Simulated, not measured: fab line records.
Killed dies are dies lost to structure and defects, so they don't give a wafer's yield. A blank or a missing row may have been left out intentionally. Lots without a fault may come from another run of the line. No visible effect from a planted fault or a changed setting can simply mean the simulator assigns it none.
Which tool is to blame? / flow n5_finfet / 24 lots, 72 wafers sampled, at 5 steps of a route of 1938

== WHAT EACH GAUGE READ, for each wafer ==
N5_BEOL_M6_CD_MEAS_11: the cd target is 38.5 nm. Usual: 38.4 nm for cd_nm, sd 0.72.
lot=L074; measured=day 8 12:08; on=cd_sem-02; cd_nm (nm)=37.8 37.6 38.1; flag=
lot=L075; measured=day 8 14:27; on=cd_sem-03; cd_nm (nm)=37.4 38.8 39.3; flag=
lot=L076; measured=day 8 15:04; on=cd_sem-02; cd_nm (nm)=39.1 40.0 38.0; flag=
lot=L077; measured=day 9 00:04; on=cd_sem-03; cd_nm (nm)=37.8 39.4 37.8; flag=
lot=L079; measured=day 9 14:03; on=cd_sem-02; cd_nm (nm)=39.3 39.0 38.2; flag=
lot=L078; measured=day 9 15:43; on=cd_sem-03; cd_nm (nm)=38.5 37.8 38.1; flag=
lot=L080; measured=day 10 01:36; on=cd_sem-02; cd_nm (nm)=39.1 37.6 37.8; flag=
lot=L081; measured=day 10 11:44; on=cd_sem-03; cd_nm (nm)=38.7 38.0 37.4; flag=
lot=L082; measured=day 10 21:06; on=cd_sem-01; cd_nm (nm)=38.1 38.9 40.3; flag=
lot=L083; measured=day 11 00:50; on=cd_sem-01; cd_nm (nm)=37.7 38.9 38.7; flag=
lot=L084; measured=day 11 05:55; on=cd_sem-03; cd_nm (nm)=37.9 39.1 39.7; flag=
lot=L085; measured=day 11 08:11; on=cd_sem-03; cd_nm (nm)=38.3 39.3 38.7; flag=
lot=L086; measured=day 12 00:29; on=cd_sem-03; cd_nm (nm)=38.3 39.1 38.5; flag=
lot=L087; measured=day 12 05:55; on=cd_sem-02; cd_nm (nm)=37.8 38.6 37.9; flag=
lot=L088; measured=day 12 06:25; on=cd_sem-02; cd_nm (nm)=39.1 40.6 38.5; flag=
lot=L090; measured=day 12 21:03; on=cd_sem-01; cd_nm (nm)=37.6 37.7 37.2; flag=
lot=L089; measured=day 13 00:33; on=cd_sem-03; cd_nm (nm)=37.4 38.4 37.8; flag=
lot=L091; measured=day 13 11:17; on=cd_sem-01; cd_nm (nm)=38.5 38.5 38.5; flag=
lot=L092; measured=day 13 13:15; on=cd_sem-02; cd_nm (nm)=37.9 39.1 37.8; flag=
lot=L094; measured=day 13 15:50; on=cd_sem-02; cd_nm (nm)=38.5 38.5 38.4; flag=
lot=L095; measured=day 13 16:00; on=cd_sem-03; cd_nm (nm)=38.4 38.2 39.0; flag=
lot=L093; measured=day 13 21:59; on=cd_sem-01; cd_nm (nm)=39.1 38.8 38.4; flag=
lot=L096; measured=day 14 20:21; on=cd_sem-02; cd_nm (nm)=37.2 39.1 37.3; flag=
lot=L097; measured=day 15 04:36; on=cd_sem-01; cd_nm (nm)=39.0 38.7 38.5; flag=

== EACH LOT AND THE TOOL THAT RAN IT (in order: tool; ch and the chambers of the sampled wafers; start) ==
lot=L074; N5_BEOL_M5_ANNEAL_49=pvd_sputter-02, day 8 01:41; N5_BEOL_M5_CMP_52=cmp-01 ch 0,2, day 8 06:27; N5_BEOL_M6_ILD_DEP_00=pecvd-01 ch 0,1,2, day 8 07:04; N5_BEOL_M6_CURE_74=uv_cure-03 ch 0, day 8 07:08
lot=L075; N5_BEOL_M5_ANNEAL_49=pvd_sputter-03, day 8 06:26; N5_BEOL_M5_CMP_52=cmp-02 ch 0,1, day 8 11:38; N5_BEOL_M6_ILD_DEP_00=pecvd-01 ch 0,2, day 8 12:30; N5_BEOL_M6_CURE_74=uv_cure-02 ch 2, day 8 12:43
lot=L076; N5_BEOL_M5_ANNEAL_49=pvd_sputter-01, day 8 08:00; N5_BEOL_M5_CMP_52=cmp-03 ch 0,1,3, day 8 12:46; N5_BEOL_M6_ILD_DEP_00=pecvd-01 ch 0,1,2, day 8 13:23; N5_BEOL_M6_CURE_74=uv_cure-03 ch 1, day 8 13:27
lot=L077; N5_BEOL_M5_ANNEAL_49=pvd_sputter-03, day 8 15:56; N5_BEOL_M5_CMP_52=cmp-03 ch 0,1,3, day 8 20:43; N5_BEOL_M6_ILD_DEP_00=pecvd-01 ch 1,2, day 8 21:22; N5_BEOL_M6_CURE_74=uv_cure-02 ch 1, day 8 21:35
lot=L079; N5_BEOL_M5_ANNEAL_49=pvd_sputter-02, day 9 04:39; N5_BEOL_M5_CMP_52=cmp-01 ch 0,1,3, day 9 09:27; N5_BEOL_M6_ILD_DEP_00=pecvd-01 ch 0,1,2, day 9 10:02; N5_BEOL_M6_CURE_74=uv_cure-02 ch 1, day 9 10:11
lot=L078; N5_BEOL_M5_ANNEAL_49=pvd_sputter-02, day 9 09:04; N5_BEOL_M5_CMP_52=cmp-01 ch 1,2,3, day 9 13:53; N5_BEOL_M6_ILD_DEP_00=pecvd-01 ch 0,1,2, day 9 14:28; N5_BEOL_M6_CURE_74=uv_cure-01 ch 0, day 9 14:32
lot=L080; N5_BEOL_M5_ANNEAL_49=pvd_sputter-01, day 9 17:31; N5_BEOL_M5_CMP_52=cmp-03 ch 0,1,2, day 9 22:29; N5_BEOL_M6_ILD_DEP_00=pecvd-03 ch 0,1, day 9 23:08; N5_BEOL_M6_CURE_74=uv_cure-01 ch 0, day 9 23:19
lot=L081; N5_BEOL_M5_ANNEAL_49=pvd_sputter-01, day 10 04:58; N5_BEOL_M5_CMP_52=cmp-02 ch 0,3, day 10 09:44; N5_BEOL_M6_ILD_DEP_00=pecvd-04 ch 0,2, day 10 10:23; N5_BEOL_M6_CURE_74=uv_cure-01 ch 0, day 10 10:30
lot=L082; N5_BEOL_M5_ANNEAL_49=pvd_sputter-01, day 10 13:17; N5_BEOL_M5_CMP_52=cmp-01 ch 0,1,3, day 10 18:02; N5_BEOL_M6_ILD_DEP_00=pecvd-01 ch 0,1,2, day 10 18:41; N5_BEOL_M6_CURE_74=uv_cure-02 ch 0, day 10 18:44
lot=L083; N5_BEOL_M5_ANNEAL_49=pvd_sputter-02, day 10 16:20; N5_BEOL_M5_CMP_52=cmp-01 ch 0,1,2, day 10 21:07; N5_BEOL_M6_ILD_DEP_00=pecvd-04 ch 1,2, day 10 21:48; N5_BEOL_M6_CURE_74=uv_cure-02 ch 0, day 10 21:56
lot=L084; N5_BEOL_M5_ANNEAL_49=pvd_sputter-01, day 10 22:14; N5_BEOL_M5_CMP_52=cmp-03 ch 0,1,2, day 11 03:08; N5_BEOL_M6_ILD_DEP_00=pecvd-03 ch 0,1,2, day 11 03:44; N5_BEOL_M6_CURE_74=uv_cure-03 ch 0, day 11 04:06
lot=L085; N5_BEOL_M5_ANNEAL_49=pvd_sputter-03, day 11 00:58; N5_BEOL_M5_CMP_52=cmp-03 ch 1,3, day 11 05:57; N5_BEOL_M6_ILD_DEP_00=pecvd-03 ch 0,1,2, day 11 06:35; N5_BEOL_M6_CURE_74=uv_cure-03 ch 1, day 11 07:02
lot=L086; N5_BEOL_M5_ANNEAL_49=pvd_sputter-01, day 11 16:10; N5_BEOL_M5_CMP_52=cmp-02 ch 0,2, day 11 21:15; N5_BEOL_M6_ILD_DEP_00=pecvd-03 ch 0,2, day 11 22:41; N5_BEOL_M6_CURE_74=uv_cure-03 ch 2, day 11 22:55
lot=L087; N5_BEOL_M5_ANNEAL_49=pvd_sputter-03, day 11 23:26; N5_BEOL_M5_CMP_52=cmp-03 ch 2,3, day 12 04:13; N5_BEOL_M6_ILD_DEP_00=pecvd-03 ch 0,2, day 12 04:50; N5_BEOL_M6_CURE_74=uv_cure-03 ch 2, day 12 05:03
lot=L088; N5_BEOL_M5_ANNEAL_49=pvd_sputter-01, day 11 23:39; N5_BEOL_M5_CMP_52=cmp-02 ch 0,1,3, day 12 04:29; N5_BEOL_M6_ILD_DEP_00=pecvd-01 ch 0,1,2, day 12 05:02; N5_BEOL_M6_CURE_74=uv_cure-02 ch 2, day 12 05:05
lot=L090; N5_BEOL_M5_ANNEAL_49=pvd_sputter-01, day 12 13:39; N5_BEOL_M5_CMP_52=cmp-03 ch 0,1,3, day 12 18:33; N5_BEOL_M6_ILD_DEP_00=pecvd-03 ch 0,1,2, day 12 19:05; N5_BEOL_M6_CURE_74=uv_cure-01 ch 0, day 12 19:22
lot=L089; N5_BEOL_M5_ANNEAL_49=pvd_sputter-03, day 12 16:36; N5_BEOL_M5_CMP_52=cmp-03 ch 0,1, day 12 21:25; N5_BEOL_M6_ILD_DEP_00=pecvd-01 ch 0,1,2, day 12 22:26; N5_BEOL_M6_CURE_74=uv_cure-01 ch 1, day 12 22:35
lot=L091; N5_BEOL_M5_ANNEAL_49=pvd_sputter-02, day 13 00:42; N5_BEOL_M5_CMP_52=cmp-01 ch 0,2, day 13 05:28; N5_BEOL_M6_ILD_DEP_00=pecvd-04 ch 0,2, day 13 06:05; N5_BEOL_M6_CURE_74=uv_cure-03 ch 0, day 13 06:09
lot=L092; N5_BEOL_M5_ANNEAL_49=pvd_sputter-03, day 13 06:08; N5_BEOL_M5_CMP_52=cmp-01 ch 0,2, day 13 10:55; N5_BEOL_M6_ILD_DEP_00=pecvd-03 ch 0,1,2, day 13 11:46; N5_BEOL_M6_CURE_74=uv_cure-02 ch 2, day 13 11:49
lot=L094; N5_BEOL_M5_ANNEAL_49=pvd_sputter-02, day 13 07:36; N5_BEOL_M5_CMP_52=cmp-02 ch 0,2,3, day 13 12:22; N5_BEOL_M6_ILD_DEP_00=pecvd-01 ch 1,2, day 13 13:05; N5_BEOL_M6_CURE_74=uv_cure-01 ch 1, day 13 13:13
lot=L095; N5_BEOL_M5_ANNEAL_49=pvd_sputter-01, day 13 07:37; N5_BEOL_M5_CMP_52=cmp-01 ch 0,3, day 13 12:41; N5_BEOL_M6_ILD_DEP_00=pecvd-01 ch 0,1,2, day 13 13:17; N5_BEOL_M6_CURE_74=uv_cure-03 ch 1, day 13 13:34
lot=L093; N5_BEOL_M5_ANNEAL_49=pvd_sputter-01, day 13 12:56; N5_BEOL_M5_CMP_52=cmp-01 ch 0,1,3, day 13 19:57; N5_BEOL_M6_ILD_DEP_00=pecvd-04 ch 0,1,2, day 13 20:32; N5_BEOL_M6_CURE_74=uv_cure-03 ch 0, day 13 20:35
lot=L096; N5_BEOL_M5_ANNEAL_49=pvd_sputter-03, day 14 12:35; N5_BEOL_M5_CMP_52=cmp-03 ch 2,3, day 14 17:22; N5_BEOL_M6_ILD_DEP_00=pecvd-01 ch 0,1, day 14 18:04; N5_BEOL_M6_CURE_74=uv_cure-01 ch 2, day 14 18:08
lot=L097; N5_BEOL_M5_ANNEAL_49=pvd_sputter-02, day 14 18:14; N5_BEOL_M5_CMP_52=cmp-01 ch 1,2, day 14 23:00; N5_BEOL_M6_ILD_DEP_00=pecvd-04 ch 1,2, day 14 23:40; N5_BEOL_M6_CURE_74=uv_cure-01 ch 1, day 14 23:50
- N5_BEOL_M5_ANNEAL_49: time 1800 s.
- N5_BEOL_M5_CMP_52: polishes, stops on SiCOH lowk, t overpolish 6.9 s, target thk 62 nm.
- N5_BEOL_M6_ILD_DEP_00: deposits SiCOH lowk from DEMS/porogen, target thk 179.75 nm, time 33.4 s.
- N5_BEOL_M6_CURE_74: cures SiCOH lowk, time 240 s.

== WHAT THE TOOLS THEMSELVES READ (means of the sampled wafers that have a number; where no wafer has one, the mark that the record gives instead) ==
N5_BEOL_M5_ANNEAL_49. Usual: heater_power_w 826 W, standard deviation 97; susceptor_temp_C_max 400.9, standard deviation 0.32.
lot=L074; tool=pvd_sputter-02; heater_power_w (W)=839; susceptor_temp_C_max=401.1; flag=
lot=L075; tool=pvd_sputter-03; heater_power_w (W)=896; susceptor_temp_C_max=401.1; flag=
lot=L076; tool=pvd_sputter-01; heater_power_w (W)=846; susceptor_temp_C_max=401.2; flag=
lot=L077; tool=pvd_sputter-03; heater_power_w (W)=752; susceptor_temp_C_max=400.9; flag=
lot=L079; tool=pvd_sputter-02; heater_power_w (W)=838; susceptor_temp_C_max=401.1; flag=
lot=L078; tool=pvd_sputter-02; heater_power_w (W)=850; susceptor_temp_C_max=401.1; flag=
lot=L080; tool=pvd_sputter-01; heater_power_w (W)=826; susceptor_temp_C_max=400.8; flag=
lot=L081; tool=pvd_sputter-01; heater_power_w (W)=762; susceptor_temp_C_max=400.9; flag=
lot=L082; tool=pvd_sputter-01; heater_power_w (W)=839; susceptor_temp_C_max=401.0; flag=
lot=L083; tool=pvd_sputter-02; heater_power_w (W)=824; susceptor_temp_C_max=400.9; flag=
lot=L084; tool=pvd_sputter-01; heater_power_w (W)=877; susceptor_temp_C_max=400.8; flag=
lot=L085; tool=pvd_sputter-03; heater_power_w (W)=829; susceptor_temp_C_max=401.0; flag=
lot=L086; tool=pvd_sputter-01; heater_power_w (W)=835; susceptor_temp_C_max=401.0; flag=
lot=L087; tool=pvd_sputter-03; heater_power_w (W)=826; susceptor_temp_C_max=401.0; flag=
lot=L088; tool=pvd_sputter-01; heater_power_w (W)=779; susceptor_temp_C_max=400.6; flag=
lot=L090; tool=pvd_sputter-01; heater_power_w (W)=845; susceptor_temp_C_max=400.9; flag=
lot=L089; tool=pvd_sputter-03; heater_power_w (W)=831; susceptor_temp_C_max=400.8; flag=
lot=L091; tool=pvd_sputter-02; heater_power_w (W)=833; susceptor_temp_C_max=400.4; flag=
lot=L092; tool=pvd_sputter-03; heater_power_w (W)=897; susceptor_temp_C_max=400.7; flag=
lot=L094; tool=pvd_sputter-02; heater_power_w (W)=852; susceptor_temp_C_max=400.9; flag=
lot=L095; tool=pvd_sputter-01; heater_power_w (W)=846; susceptor_temp_C_max=400.5; flag=
lot=L093; tool=pvd_sputter-01; heater_power_w (W)=828; susceptor_temp_C_max=400.9; flag=
lot=L096; tool=pvd_sputter-03; heater_power_w (W)=827; susceptor_temp_C_max=401.2; flag=
lot=L097; tool=pvd_sputter-02; heater_power_w (W)=811; susceptor_temp_C_max=401.0; flag=

N5_BEOL_M5_CMP_52. Usual: barrier_field_endpoint_s 24.9 s, standard deviation 0.74; clearing_platen_down_force_psi 1.5003 psi, standard deviation 0.003; motor_current_A 6.3 A, standard deviation 0.8; overpolish_run_s 6.900 s, standard deviation 0.0093; time_to_endpoint_s 62 s, standard deviation 4.2.
lot=L074; tool=cmp-01; barrier_field_endpoint_s (s)=24.0; clearing_platen_down_force_psi (psi)=1.5018; motor_current_A (A)=6.5; overpolish_run_s (s)=6.896; time_to_endpoint_s (s)=59; flag=
lot=L075; tool=cmp-02; barrier_field_endpoint_s (s)=25.1; clearing_platen_down_force_psi (psi)=1.5018; motor_current_A (A)=6.5; overpolish_run_s (s)=6.901; time_to_endpoint_s (s)=65; flag=
lot=L076; tool=cmp-03; barrier_field_endpoint_s (s)=25.2; clearing_platen_down_force_psi (psi)=1.4995; motor_current_A (A)=5.7; overpolish_run_s (s)=6.905; time_to_endpoint_s (s)=65; flag=
lot=L077; tool=cmp-03; barrier_field_endpoint_s (s)=24.5; clearing_platen_down_force_psi (psi)=1.4989; motor_current_A (A)=5.9; overpolish_run_s (s)=6.891; time_to_endpoint_s (s)=62; flag=
lot=L079; tool=cmp-01; barrier_field_endpoint_s (s)=24.5; clearing_platen_down_force_psi (psi)=1.5003; motor_current_A (A)=7.0; overpolish_run_s (s)=6.899; time_to_endpoint_s (s)=61; flag=
lot=L078; tool=cmp-01; barrier_field_endpoint_s (s)=24.7; clearing_platen_down_force_psi (psi)=1.4995; motor_current_A (A)=7.3; overpolish_run_s (s)=6.892; time_to_endpoint_s (s)=63; flag=
lot=L080; tool=cmp-03; barrier_field_endpoint_s (s)=24.7; clearing_platen_down_force_psi (psi)=1.5017; motor_current_A (A)=6.0; overpolish_run_s (s)=6.899; time_to_endpoint_s (s)=62; flag=
lot=L081; tool=cmp-02; barrier_field_endpoint_s (s)=24.3; clearing_platen_down_force_psi (psi)=1.5034; motor_current_A (A)=6.1; overpolish_run_s (s)=6.902; time_to_endpoint_s (s)=57; flag=
lot=L082; tool=cmp-01; barrier_field_endpoint_s (s)=25.7; clearing_platen_down_force_psi (psi)=1.5017; motor_current_A (A)=7.1; overpolish_run_s (s)=6.887; time_to_endpoint_s (s)=67; flag=
lot=L083; tool=cmp-01; barrier_field_endpoint_s (s)=25.8; clearing_platen_down_force_psi (psi)=1.5012; motor_current_A (A)=6.6; overpolish_run_s (s)=6.901; time_to_endpoint_s (s)=66; flag=
lot=L084; tool=cmp-03; barrier_field_endpoint_s (s)=23.9; clearing_platen_down_force_psi (psi)=1.5012; motor_current_A (A)=6.2; overpolish_run_s (s)=6.897; time_to_endpoint_s (s)=58; flag=
lot=L085; tool=cmp-03; barrier_field_endpoint_s (s)=25.1; clearing_platen_down_force_psi (psi)=1.4999; motor_current_A (A)=6.0; overpolish_run_s (s)=6.906; time_to_endpoint_s (s)=63; flag=
lot=L086; tool=cmp-02; barrier_field_endpoint_s (s)=24.6; clearing_platen_down_force_psi (psi)=1.5020; motor_current_A (A)=5.3; overpolish_run_s (s)=6.897; time_to_endpoint_s (s)=61; flag=
lot=L087; tool=cmp-03; barrier_field_endpoint_s (s)=24.6; clearing_platen_down_force_psi (psi)=1.5003; motor_current_A (A)=5.5; overpolish_run_s (s)=6.903; time_to_endpoint_s (s)=58; flag=
lot=L088; tool=cmp-02; barrier_field_endpoint_s (s)=23.8; clearing_platen_down_force_psi (psi)=1.4999; motor_current_A (A)=6.3; overpolish_run_s (s)=6.903; time_to_endpoint_s (s)=59; flag=
lot=L090; tool=cmp-03; barrier_field_endpoint_s (s)=25.7; clearing_platen_down_force_psi (psi)=1.4997; motor_current_A (A)=5.8; overpolish_run_s (s)=6.909; time_to_endpoint_s (s)=64; flag=
lot=L089; tool=cmp-03; barrier_field_endpoint_s (s)=25.6; clearing_platen_down_force_psi (psi)=1.5025; motor_current_A (A)=6.1; overpolish_run_s (s)=6.901; time_to_endpoint_s (s)=67; flag=
lot=L091; tool=cmp-01; barrier_field_endpoint_s (s)=25.1; clearing_platen_down_force_psi (psi)=1.4984; motor_current_A (A)=6.5; overpolish_run_s (s)=6.904; time_to_endpoint_s (s)=63; flag=
lot=L092; tool=cmp-01; barrier_field_endpoint_s (s)=25.6; clearing_platen_down_force_psi (psi)=1.5040; motor_current_A (A)=6.5; overpolish_run_s (s)=6.901; time_to_endpoint_s (s)=61; flag=
lot=L094; tool=cmp-02; barrier_field_endpoint_s (s)=24.9; clearing_platen_down_force_psi (psi)=1.4982; motor_current_A (A)=5.7; overpolish_run_s (s)=6.896; time_to_endpoint_s (s)=60; flag=
lot=L095; tool=cmp-01; barrier_field_endpoint_s (s)=24.7; clearing_platen_down_force_psi (psi)=1.5002; motor_current_A (A)=6.7; overpolish_run_s (s)=6.905; time_to_endpoint_s (s)=59; flag=
lot=L093; tool=cmp-01; barrier_field_endpoint_s (s)=24.3; clearing_platen_down_force_psi (psi)=1.5006; motor_current_A (A)=7.0; overpolish_run_s (s)=6.904; time_to_endpoint_s (s)=60; flag=
lot=L096; tool=cmp-03; barrier_field_endpoint_s (s)=24.9; clearing_platen_down_force_psi (psi)=1.5006; motor_current_A (A)=5.7; overpolish_run_s (s)=6.904; time_to_endpoint_s (s)=58; flag=
lot=L097; tool=cmp-01; barrier_field_endpoint_s (s)=25.7; clearing_platen_down_force_psi (psi)=1.4997; motor_current_A (A)=7.2; overpolish_run_s (s)=6.904; time_to_endpoint_s (s)=63; flag=

N5_BEOL_M6_ILD_DEP_00. Usual: heater_power_w 297 W, standard deviation 29; showerhead_plenum_p_Torr 5.745 Torr, standard deviation 0.014; throttle_valve_pct 13.3 %, standard deviation 0.38.
lot=L074; tool=pecvd-01; heater_power_w (W)=291; showerhead_plenum_p_Torr (Torr)=5.746; throttle_valve_pct (%)=13.6; flag=
lot=L075; tool=pecvd-01; heater_power_w (W)=281; showerhead_plenum_p_Torr (Torr)=5.745; throttle_valve_pct (%)=13.6; flag=
lot=L076; tool=pecvd-01; heater_power_w (W)=299; showerhead_plenum_p_Torr (Torr)=5.745; throttle_valve_pct (%)=13.3; flag=
lot=L077; tool=pecvd-01; heater_power_w (W)=277; showerhead_plenum_p_Torr (Torr)=5.742; throttle_valve_pct (%)=13.6; flag=
lot=L079; tool=pecvd-01; heater_power_w (W)=313; showerhead_plenum_p_Torr (Torr)=5.751; throttle_valve_pct (%)=13.6; flag=
lot=L078; tool=pecvd-01; heater_power_w (W)=288; showerhead_plenum_p_Torr (Torr)=5.744; throttle_valve_pct (%)=13.5; flag=
lot=L080; tool=pecvd-03; heater_power_w (W)=285; showerhead_plenum_p_Torr (Torr)=5.748; throttle_valve_pct (%)=13.3; flag=
lot=L081; tool=pecvd-04; heater_power_w (W)=303; showerhead_plenum_p_Torr (Torr)=5.729; throttle_valve_pct (%)=13.0; flag=
lot=L082; tool=pecvd-01; heater_power_w (W)=282; showerhead_plenum_p_Torr (Torr)=5.750; throttle_valve_pct (%)=13.4; flag=
lot=L083; tool=pecvd-04; heater_power_w (W)=308; showerhead_plenum_p_Torr (Torr)=5.720; throttle_valve_pct (%)=13.1; flag=
lot=L084; tool=pecvd-03; heater_power_w (W)=313; showerhead_plenum_p_Torr (Torr)=5.752; throttle_valve_pct (%)=13.1; flag=
lot=L085; tool=pecvd-03; heater_power_w (W)=298; showerhead_plenum_p_Torr (Torr)=5.753; throttle_valve_pct (%)=13.2; flag=
lot=L086; tool=pecvd-03; heater_power_w (W)=332; showerhead_plenum_p_Torr (Torr)=5.760; throttle_valve_pct (%)=13.5; flag=
lot=L087; tool=pecvd-03; heater_power_w (W)=314; showerhead_plenum_p_Torr (Torr)=5.765; throttle_valve_pct (%)=13.5; flag=
lot=L088; tool=pecvd-01; heater_power_w (W)=303; showerhead_plenum_p_Torr (Torr)=5.742; throttle_valve_pct (%)=13.6; flag=
lot=L090; tool=pecvd-03; heater_power_w (W)=299; showerhead_plenum_p_Torr (Torr)=5.752; throttle_valve_pct (%)=13.3; flag=
lot=L089; tool=pecvd-01; heater_power_w (W)=289; showerhead_plenum_p_Torr (Torr)=5.746; throttle_valve_pct (%)=13.5; flag=
lot=L091; tool=pecvd-04; heater_power_w (W)=307; showerhead_plenum_p_Torr (Torr)=5.738; throttle_valve_pct (%)=13.1; flag=
lot=L092; tool=pecvd-03; heater_power_w (W)=283; showerhead_plenum_p_Torr (Torr)=5.751; throttle_valve_pct (%)=13.3; flag=
lot=L094; tool=pecvd-01; heater_power_w (W)=267; showerhead_plenum_p_Torr (Torr)=5.749; throttle_valve_pct (%)=13.5; flag=
lot=L095; tool=pecvd-01; heater_power_w (W)=284; showerhead_plenum_p_Torr (Torr)=5.750; throttle_valve_pct (%)=13.7; flag=
lot=L093; tool=pecvd-04; heater_power_w (W)=295; showerhead_plenum_p_Torr (Torr)=5.732; throttle_valve_pct (%)=13.0; flag=
lot=L096; tool=pecvd-01; heater_power_w (W)=305; showerhead_plenum_p_Torr (Torr)=5.749; throttle_valve_pct (%)=13.6; flag=
lot=L097; tool=pecvd-04; heater_power_w (W)=309; showerhead_plenum_p_Torr (Torr)=5.712; throttle_valve_pct (%)=13.0; flag=

N5_BEOL_M6_CURE_74. Usual: lamp_power_pct 52.31 %, standard deviation 0.056; wafer_temp_C_max 386.8, standard deviation 0.63.
lot=L074; tool=uv_cure-03; lamp_power_pct (%)=52.33; wafer_temp_C_max=387.4; flag=
lot=L075; tool=uv_cure-02; lamp_power_pct (%)=52.28; wafer_temp_C_max=386.3; flag=
lot=L076; tool=uv_cure-03; lamp_power_pct (%)=52.31; wafer_temp_C_max=387.7; flag=
lot=L077; tool=uv_cure-02; lamp_power_pct (%)=52.30; wafer_temp_C_max=385.9; flag=
lot=L079; tool=uv_cure-02; lamp_power_pct (%)=52.26; wafer_temp_C_max=386.0; flag=
lot=L078; tool=uv_cure-01; lamp_power_pct (%)=52.37; wafer_temp_C_max=386.6; flag=
lot=L080; tool=uv_cure-01; lamp_power_pct (%)=52.38; wafer_temp_C_max=386.8; flag=
lot=L081; tool=uv_cure-01; lamp_power_pct (%)=52.32; wafer_temp_C_max=386.5; flag=
lot=L082; tool=uv_cure-02; lamp_power_pct (%)=52.30; wafer_temp_C_max=387.4; flag=
lot=L083; tool=uv_cure-02; lamp_power_pct (%)=52.28; wafer_temp_C_max=387.4; flag=
lot=L084; tool=uv_cure-03; lamp_power_pct (%)=52.29; wafer_temp_C_max=387.3; flag=
lot=L085; tool=uv_cure-03; lamp_power_pct (%)=52.34; wafer_temp_C_max=387.3; flag=
lot=L086; tool=uv_cure-03; lamp_power_pct (%)=52.31; wafer_temp_C_max=387.0; flag=
lot=L087; tool=uv_cure-03; lamp_power_pct (%)=52.30; wafer_temp_C_max=386.6; flag=
lot=L088; tool=uv_cure-02; lamp_power_pct (%)=52.24; wafer_temp_C_max=386.2; flag=
lot=L090; tool=uv_cure-01; lamp_power_pct (%)=52.32; wafer_temp_C_max=386.9; flag=
lot=L089; tool=uv_cure-01; lamp_power_pct (%)=52.34; wafer_temp_C_max=386.8; flag=
lot=L091; tool=uv_cure-03; lamp_power_pct (%)=52.32; wafer_temp_C_max=387.6; flag=
lot=L092; tool=uv_cure-02; lamp_power_pct (%)=52.29; wafer_temp_C_max=386.8; flag=
lot=L094; tool=uv_cure-01; lamp_power_pct (%)=52.26; wafer_temp_C_max=386.2; flag=
lot=L095; tool=uv_cure-03; lamp_power_pct (%)=52.35; wafer_temp_C_max=387.1; flag=
lot=L093; tool=uv_cure-03; lamp_power_pct (%)=52.29; wafer_temp_C_max=387.6; flag=
lot=L096; tool=uv_cure-01; lamp_power_pct (%)=52.37; wafer_temp_C_max=385.9; flag=
lot=L097; tool=uv_cure-01; lamp_power_pct (%)=52.29; wafer_temp_C_max=386.4; flag=

== THE ANSWER, worked out from the rows above alone ==
Rule: lot off if the mean of its wafers having a number is beyond 3 standard deviations from the usual mean. Also off: a lot with no number at a reading for which 4 or more lots have one. All remaining lots with rows at the step are treated as sound. The gauges are gone through in route order, then the tools' own readings, and for those a lot's mean is taken as printed above. At the first step where some lot is off, the reading lying furthest off is the one used; lots without a number count as furthest.
No lot is off on any of the readings shown, so nothing can be concluded from this.

== WHAT THE SIMULATOR HAD INSERTED ==
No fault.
